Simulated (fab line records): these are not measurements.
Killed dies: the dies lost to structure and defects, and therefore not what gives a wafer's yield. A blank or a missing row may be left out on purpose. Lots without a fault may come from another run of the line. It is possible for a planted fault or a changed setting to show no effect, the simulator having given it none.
Chamber matching -- flow n5-finfet -- N5_BEOL_M3_PRE_CLEAN_60 on cvd-co-01: 3 sister chambers
The step time 15 s. 24 wafers are shown with their chamber, then 12 later ones without.

EACH WAFER AND ITS CHAMBER
wafer,chamber,heater-power-w (W)
L074.4,0,92
L074.5,2,115
L074.6,1,72
L075.3,1,70
L075.4,1,71
L075.5,0,94
L076.2,0,92
L076.3,2,115
L076.4,2,115
L080.1,1,71
L080.2,2,114
L080.5,0,89
L081.2,0,90
L081.3,2,115
L081.6,0,92
L082.1,0,93
L082.4,0,90
L082.5,2,119
L084.3,1,73
L084.4,0,93
L084.6,1,70
L090.1,2,114
L090.4,2,116
L090.5,0,93

SIGNATURES, as means of the wafers listed above
reading,chamber 0,chamber 1,chamber 2,scatter within a chamber
heater-power-w,91.80,71.17,115.38,1.52
Rule: a wafer lies at a distance from a chamber equal to the root of the sum of squares, over the readings, of (its reading less the chamber's mean, divided by the reading's scatter). The wafer belongs to the nearest chamber; if the next one is less than 2 further off, it can't be placed. The scatter: the root of (the sum of the squares of (reading less its chamber's mean) over the shown wafers, divided by (wafers less chambers)).

WAFERS WHOSE CHAMBER IS MISSING
wafer,heater-power-w (W)
L091.2,70
L091.3,114
L091.5,72
L092.1,117
L092.4,89
L092.6,70
L095.1,69
L095.5,116
L095.6,70
L096.1,71
L096.2,112
L096.4,71

WHICH CHAMBER EACH WENT THROUGH
wafer,from the rows above,in truth
L091.2,1,1
L091.3,2,2
L091.5,1,1
L092.1,2,2
L092.4,0,0
L092.6,1,1
L095.1,1,1
L095.5,2,2
L095.6,1,1
L096.1,1,1
L096.2,2,2
L096.4,1,1
Correct placement for 12 of the 12. Not placeable from these rows: 0. Wrongly placed: 0.
